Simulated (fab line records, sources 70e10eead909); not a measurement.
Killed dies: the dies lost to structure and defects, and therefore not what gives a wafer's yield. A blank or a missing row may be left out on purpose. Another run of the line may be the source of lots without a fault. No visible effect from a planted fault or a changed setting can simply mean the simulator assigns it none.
Chamber matching | flow nand_harc | NHARC_A_M1_DESCUM_14 on rie_diel-01: 4 sister chambers
The step chemistry O2, time 3 s. 18 wafers are shown with their chamber, then 9 later ones without.

== WAFERS PAIRED WITH THEIR CHAMBERS ==
wafer  | chamber | showerhead_plenum_p_Torr (Torr) | drypump_motor_current_A (A) | rf_vpp_V (V)
L074.1 | 3       | 1.84                            | 5.4                         | 56.0
L074.2 | 0       | 1.89                            | 5.1                         | 56.4
L074.5 | 2       | 1.94                            | 5.7                         | 58.1
L075.2 | 1       | 1.79                            | 5.2                         | 56.2
L075.3 | 3       | 1.84                            | 5.4                         | 58.8
L075.5 | 3       | 1.84                            | 5.3                         | 56.6
L076.3 | 0       | 1.89                            | 5.1                         | 57.4
L076.5 | 3       | 1.84                            | 5.3                         | 56.9
L076.6 | 2       | 1.95                            | 5.7                         | 58.1
L078.2 | 0       | 1.89                            | 5.1                         | 57.8
L078.3 | 3       | 1.84                            | 5.3                         | 57.7
L078.5 | 2       | 1.94                            | 5.7                         | 58.1
L081.1 | 1       | 1.79                            | 5.2                         | 57.0
L081.2 | 2       | 1.94                            | 5.7                         | 57.5
L081.3 | 0       | 1.89                            | 5.1                         | 57.2
L082.1 | 0       | 1.89                            | 5.1                         | 58.1
L082.3 | 3       | 1.84                            | 5.4                         | 57.3
L082.6 | 0       | 1.89                            | 5.1                         | 57.5

SIGNATURES (means of the wafers above)
reading                  | chamber 0 | chamber 1 | chamber 2 | chamber 3 | scatter within a chamber
showerhead_plenum_p_Torr | 1.8900    | 1.7900    | 1.9425    | 1.8400    | 0.00231
drypump_motor_current_A  | 5.100     | 5.200     | 5.700     | 5.350     | 0.0327
rf_vpp_V                 | 57.400    | 56.600    | 57.950    | 57.217    | 0.707
Rule: a wafer's distance from a chamber is the root of the sum, over the readings, of the square of ((its reading less the chamber's mean) divided by the reading's scatter). The wafer belongs to the nearest chamber; if the next one is less than 2 further off, it can't be placed. The scatter is the square root of a quotient: the sum, over the shown wafers, of each reading's squared deviation from its chamber's mean, divided by wafers minus chambers.

== WAFERS MISSING THEIR CHAMBER ==
wafer  | showerhead_plenum_p_Torr (Torr) | drypump_motor_current_A (A) | rf_vpp_V (V)
L089.1 | 1.94                            | 5.7                         | 58.7
L089.2 | 1.89                            | 5.1                         | 57.9
L089.3 | 1.84                            | 5.3                         | 57.1
L093.1 | 1.79                            | 5.1                         | 57.5
L093.2 | 1.84                            | 5.4                         | 56.8
L093.5 | 1.79                            | 5.2                         | 58.0
L095.1 | 1.89                            | 5.1                         | 57.5
L095.2 | 1.79                            | 5.2                         | 57.1
L095.5 | 1.79                            | 5.2                         | 58.1

== EACH ONE'S CHAMBER ==
wafer  | from the rows above | in truth
L089.1 | 2                   | 2
L089.2 | 0                   | 0
L089.3 | 3                   | 3
L093.1 | 1                   | 1
L093.2 | 3                   | 3
L093.5 | 1                   | 1
L095.1 | 0                   | 0
L095.2 | 1                   | 1
L095.5 | 1                   | 1
Placed correctly: 9 of 9. From these rows, 0 cannot be placed. Wrongly placed: 0.
